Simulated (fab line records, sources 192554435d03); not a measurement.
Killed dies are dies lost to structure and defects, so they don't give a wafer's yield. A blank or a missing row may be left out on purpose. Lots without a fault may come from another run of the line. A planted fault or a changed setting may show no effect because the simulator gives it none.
Split-lot experiment | flow n5_finfet | 7 lots, 39 wafers read, on a route of 1938 steps

THE SPLIT
At N5_BEOL_M9_ILD_DEP_00 (deposits SiCOH lowk from DEMS/porogen, target thk 308.51 nm, time 58 s), the setting target_thk_a was moved away from the recipe's 3085.1 angstrom on 12 of the 39 wafers read, by -44.7% to +49.4%. The other wafers ran this setting at the recipe's value.

FROM THE SPLIT TO THE READING: what the file shows between them, 1 step
- N5_BEOL_M9_CURE_71: cures SiCOH lowk, time 240 s

THE READING
M9_ILD_THK, in nm, at N5_BEOL_M9_THK_MEAS_01. Fault-free wafers of this fab line usually give 267 nm, standard deviation 3.1 nm.

wafer  | tool, chamber at the split | target_thk_a as run, angstrom | against the recipe | M9_ILD_THK, nm | against lot-mates on the recipe
L076.1 | pecvd-01, 2                | 3085.1                        | recipe             | 268            | -
L076.4 | pecvd-01, 0                | 3085.1                        | recipe             | 266            | -
L076.5 | pecvd-01, 2                | 3085.1                        | recipe             | 266            | -
L077.1 | pecvd-03, 1                | 3085.1                        | recipe             | 271            | -
L077.2 | pecvd-03, 2                | 3085.1                        | recipe             | 268            | -
L077.3 | pecvd-03, 0                | 1976                          | -36.0%             | 173            | -98
L077.4 | pecvd-03, 0                | 1976                          | -36.0%             | 176            | -95
L077.5 | pecvd-03, 2                | 3085.1                        | recipe             | 273            | -
L077.6 | pecvd-03, 1                | 1976                          | -36.0%             | 174            | -97
L078.1 | pecvd-02, 0                | 4610                          | +49.4%             | 401            | +133
L078.2 | pecvd-02, 2                | 4610                          | +49.4%             | 400            | +132
L078.3 | pecvd-02, 1                | 3085.1                        | recipe             | 264            | -
L078.4 | pecvd-02, 1                | 4610                          | +49.4%             | 405            | +137
L078.5 | pecvd-02, 0                | 3085.1                        | recipe             | 269            | -
L078.6 | pecvd-02, 2                | 3085.1                        | recipe             | 271            | -
L079.1 | pecvd-02, 0,1              | 3085.1                        | recipe             | 266            | -
L079.2 | pecvd-02, 2                | 3085.1                        | recipe             | 265            | -
L079.3 | pecvd-02, 0,1              | 3085.1                        | recipe             | 266            | -
L079.4 | pecvd-02, 0                | 3085.1                        | recipe             | 268            | -
L079.5 | pecvd-02, 1                | 3085.1                        | recipe             | 271            | -
L079.6 | pecvd-02, 2                | 3085.1                        | recipe             | 271            | -
L086.1 | pecvd-01, 2                | 3085.1                        | recipe             | 266            | -
L086.2 | pecvd-01, 1                | 1726                          | -44.1%             | 143            | -125
L086.3 | pecvd-01, 0                | 1726                          | -44.1%             | 142            | -126
L086.4 | pecvd-01, 1                | 1726                          | -44.1%             | 147            | -121
L086.5 | pecvd-01, 0                | 3085.1                        | recipe             | 268            | -
L086.6 | pecvd-01, 2                | 3085.1                        | recipe             | 271            | -
L088.1 | pecvd-01, 0                | 1705                          | -44.7%             | 143            | -122
L088.2 | pecvd-01, 2                | 3085.1                        | recipe             | 262            | -
L088.3 | pecvd-01, 1                | 1705                          | -44.7%             | 146            | -119
L088.4 | pecvd-01, 1                | 3085.1                        | recipe             | 266            | -
L088.5 | pecvd-01, 0                | 1705                          | -44.7%             | 146            | -119
L088.6 | pecvd-01, 2                | 3085.1                        | recipe             | 267            | -
L091.1 | pecvd-01, 0                | 3085.1                        | recipe             | 262            | -
L091.2 | pecvd-01, 1                | 3085.1                        | recipe             | 263            | -
L091.3 | pecvd-01, 2                | 3085.1                        | recipe             | 265            | -
L091.4 | pecvd-01, 0                | 3085.1                        | recipe             | 265            | -
L091.5 | pecvd-01, 2                | 3085.1                        | recipe             | 267            | -
L091.6 | pecvd-01, 1                | 3085.1                        | recipe             | 272            | -
Where a row lists several chambers, the file gives one row for several wafers and doesn't say which wafer went through which chamber.

THE FIT
A straight line over all 39 wafers: M9_ILD_THK changes by +2.72 nm for each +1% of target_thk_a; r = +1.00; the points scatter about the line by 3.2 nm.
The same after taking each lot's own level away (the mean of its wafers on the recipe; 39 wafers): +2.73 nm for each +1%; r = +1.00; scatter 2.7 nm.
On that fit, the largest move of target_thk_a shifts the reading by 1.3e+02 nm.
The lots' own levels span 265.0 to 270.7 nm, that is 1.8 times the standard deviation above.
So the lot-to-lot level changes the slope little: the two slopes agree.
Check: with one of the wafers moved furthest among these (+49.4%) left out of the fit, the line predicts +135 nm for it against its lot-mates. It came out at +133 nm against them.

THE WHOLE CHAIN: every reading that the file lists as answering this split, in the file's order
step                   | what it does                                                           | reading                                                                                  | change (the file's fit)              | r (the file's)
N5_BEOL_M9_ILD_DEP_00  | deposits SiCOH lowk from DEMS/porogen, target thk 308.51 nm, time 58 s | SiCOH_lowk_of_BEOL_M9_ILD_DEP_00.thk_nm (the simulator's own value, which no gauge read) | +3.08 nm for each +1% of the setting | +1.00
N5_BEOL_M9_CURE_71     | cures SiCOH lowk, time 240 s                                           | SiCOH_lowk_of_BEOL_M9_ILD_DEP_00.thk_nm (the simulator's own value, which no gauge read) | +2.72 nm for each +1% of the setting | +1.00
N5_BEOL_M9_THK_MEAS_01 |                                                                        | M9_ILD_THK                                                                               | +2.72 for each +1% of the setting    | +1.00

THE FILE'S OWN FIT
M9_ILD_THK changes by +2.72 nm for each +1% of target_thk_a, r = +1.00.
